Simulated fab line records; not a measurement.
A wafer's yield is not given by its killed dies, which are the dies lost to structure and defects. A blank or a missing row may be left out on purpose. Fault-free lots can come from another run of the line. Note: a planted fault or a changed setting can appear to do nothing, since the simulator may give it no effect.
Chamber matching / flow nand_harc / 4 sister chambers for NHARC_P_M0_STRIP_18 on rie_diel-01
The step strips in N2/H2. 8 wafers are shown with their chamber, then 12 later ones without.

## WAFERS WITH THEIR CHAMBER
wafer=L083.3; chamber=3; drypump_motor_current_A (A)=5.7; oes_product_au (a.u.)=0.995
wafer=L084.1; chamber=1; drypump_motor_current_A (A)=5.4; oes_product_au (a.u.)=1.011
wafer=L086.1; chamber=2; drypump_motor_current_A (A)=6.0; oes_product_au (a.u.)=0.999
wafer=L086.3; chamber=0; drypump_motor_current_A (A)=5.7; oes_product_au (a.u.)=1.008
wafer=L086.6; chamber=2; drypump_motor_current_A (A)=6.0; oes_product_au (a.u.)=1.006
wafer=L089.1; chamber=1; drypump_motor_current_A (A)=5.3; oes_product_au (a.u.)=1.014
wafer=L089.2; chamber=0; drypump_motor_current_A (A)=5.7; oes_product_au (a.u.)=1.019
wafer=L089.5; chamber=3; drypump_motor_current_A (A)=5.7; oes_product_au (a.u.)=0.989

## WAFERS WHOSE CHAMBER IS MISSING
wafer=L090.2; drypump_motor_current_A (A)=5.4; oes_product_au (a.u.)=1.012
wafer=L090.3; drypump_motor_current_A (A)=5.7; oes_product_au (a.u.)=1.007
wafer=L090.4; drypump_motor_current_A (A)=6.0; oes_product_au (a.u.)=0.987
wafer=L091.1; drypump_motor_current_A (A)=6.0; oes_product_au (a.u.)=1.001
wafer=L091.2; drypump_motor_current_A (A)=5.7; oes_product_au (a.u.)=1.026
wafer=L091.6; drypump_motor_current_A (A)=5.7; oes_product_au (a.u.)=1.019
wafer=L092.1; drypump_motor_current_A (A)=5.4; oes_product_au (a.u.)=1.018
wafer=L092.3; drypump_motor_current_A (A)=5.7; oes_product_au (a.u.)=1.007
wafer=L092.5; drypump_motor_current_A (A)=5.7; oes_product_au (a.u.)=1.013
wafer=L094.2; drypump_motor_current_A (A)=5.7; oes_product_au (a.u.)=1.003
wafer=L094.3; drypump_motor_current_A (A)=5.7; oes_product_au (a.u.)=1.013
wafer=L094.4; drypump_motor_current_A (A)=5.3; oes_product_au (a.u.)=1.011

## WHICH CHAMBER EACH ONE RAN IN
wafer=L090.2; from the rows above=1; in truth=1
wafer=L090.3; from the rows above=can't be placed: 0 or 3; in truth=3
wafer=L090.4; from the rows above=2; in truth=2
wafer=L091.1; from the rows above=2; in truth=2
wafer=L091.2; from the rows above=0; in truth=0
wafer=L091.6; from the rows above=0; in truth=0
wafer=L092.1; from the rows above=1; in truth=1
wafer=L092.3; from the rows above=can't be placed: 0 or 3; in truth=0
wafer=L092.5; from the rows above=0; in truth=0
wafer=L094.2; from the rows above=can't be placed: 0 or 3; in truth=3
wafer=L094.3; from the rows above=0; in truth=0
wafer=L094.4; from the rows above=1; in truth=1
Correctly placed: 9 of 12. Cannot be placed on the basis of these rows: 3; the candidates contain the true chamber in 3. Placed wrongly: 0.
How it was worked out, from the rows above alone: a wafer's distance from a chamber is the root of the sum, over the readings, of the square of ((its reading less the chamber's mean) divided by the reading's scatter). The wafer belongs to the nearest chamber; if the next one is less than 2 further off, it can't be placed. For every chamber, the mean is computed from those of its wafers that are shown. How the scatter is found: for the shown wafers, subtract from each reading the mean of its chamber, square and add these, divide the total by (wafers less chambers), then take the root.
